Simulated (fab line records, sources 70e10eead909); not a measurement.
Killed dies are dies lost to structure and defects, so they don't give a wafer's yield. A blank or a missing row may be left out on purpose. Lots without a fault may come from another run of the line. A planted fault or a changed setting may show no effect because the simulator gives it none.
One fault seen from 2 desks | flow nand_harc | each desk has only its own numbers; what lay behind them comes last

THE METROLOGY DESK
What the gauges read, lot by lot, whatever tool the lot ran on: means of the sampled wafers that have a number. A lot is out of limits, marked OUT, if its mean lies more than 4 standard deviations from the usual mean; the brackets give that distance.
Columns: A = cd_nm at NHARC_THIN_TSV_CD_MEAS_33, usual 4999.7 nm
lot  | first seen here | A
L468 | day 18 19:41    | 5000.2
L467 | day 19 03:18    | 4998.5
L470 | day 19 04:10    | 5001.1
L469 | day 19 05:34    | 5000.5
L472 | day 19 06:43    | 4999.2
L471 | day 20 06:26    | 4999.5
L474 | day 20 15:23    | 4999.0
L476 | day 21 07:26    | 4999.0
L473 | day 21 09:02    | 4998.7
L475 | day 21 16:14    | 5002.1
L487 | day 24 05:39    | 5001.0
L485 | day 24 07:00    | 4999.4
L490 | day 25 07:05    | 5000.2
This desk's finding: nothing out of limits on any of the 13 lots.

THE TOOL OWNER'S DESK: rie_metal-03
The tool's own readings at NHARC_THIN_TSV_ETCH_59 (etches the open film in Cl2/BCl3, target depth 880 nm, time 138.1 s): means of the sampled wafers that have a number, for each lot that ran on this tool. A lot is out of limits, marked OUT, if its mean lies more than 4 standard deviations from the usual mean; the brackets give that distance.
Columns: A = drypump_motor_current_A at NHARC_THIN_TSV_ETCH_59, usual 5.7 A; B = oes_product_au at NHARC_THIN_TSV_ETCH_59, usual 0.999 a.u.; C = run_length_s at NHARC_THIN_TSV_ETCH_59, usual 159.5 s; D = throttle_valve_pct at NHARC_THIN_TSV_ETCH_59, usual 22.264 %
lot  | first seen here | A   | B     | C               | D
L468 | day 18 19:59    | 5.8 | 1.000 | 159.7           | 22.262
L467 | day 19 03:37    | 6.1 | 1.001 | 159.8           | 22.253
L469 | day 19 05:52    | 5.9 | 0.997 | 159.7           | 22.260
L471 | day 20 06:47    | 5.8 | 0.979 | 159.6           | 22.263
L473 | day 21 09:21    | 5.8 | 0.986 | 159.6           | 22.268
L487 | day 24 05:56    | 6.1 | 0.991 | 146.8 (-28) OUT | 22.258
L485 | day 24 07:17    | 6.1 | 0.989 | 146.8 (-28) OUT | 22.263
This desk's finding: out of limits on L485, L487; first on L487, day 24 05:56 (run_length_s at NHARC_THIN_TSV_ETCH_59). In limits: L468, L467, L469, L471, L473.

PUT TOGETHER
The tool owner's desk could have raised an alarm at day 24 05:56, on L485, L487.
The metrology desk saw nothing out of limits.
The metrology desk has L485, L487 on record, within its limits.
Of the lots named, all ran NHARC_THIN_TSV_ETCH_59 on rie_metal-03.

WHAT THE SIMULATOR HAD PUT IN
Process parameter drift: rie_metal-03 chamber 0, from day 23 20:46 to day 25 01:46, at NHARC_THIN_TSV_ETCH_59. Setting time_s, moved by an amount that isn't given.
Lots struck among those shown: L485, L487.
Hours from the fault's start to each desk's first reading out of limits: the tool owner's desk, 9.
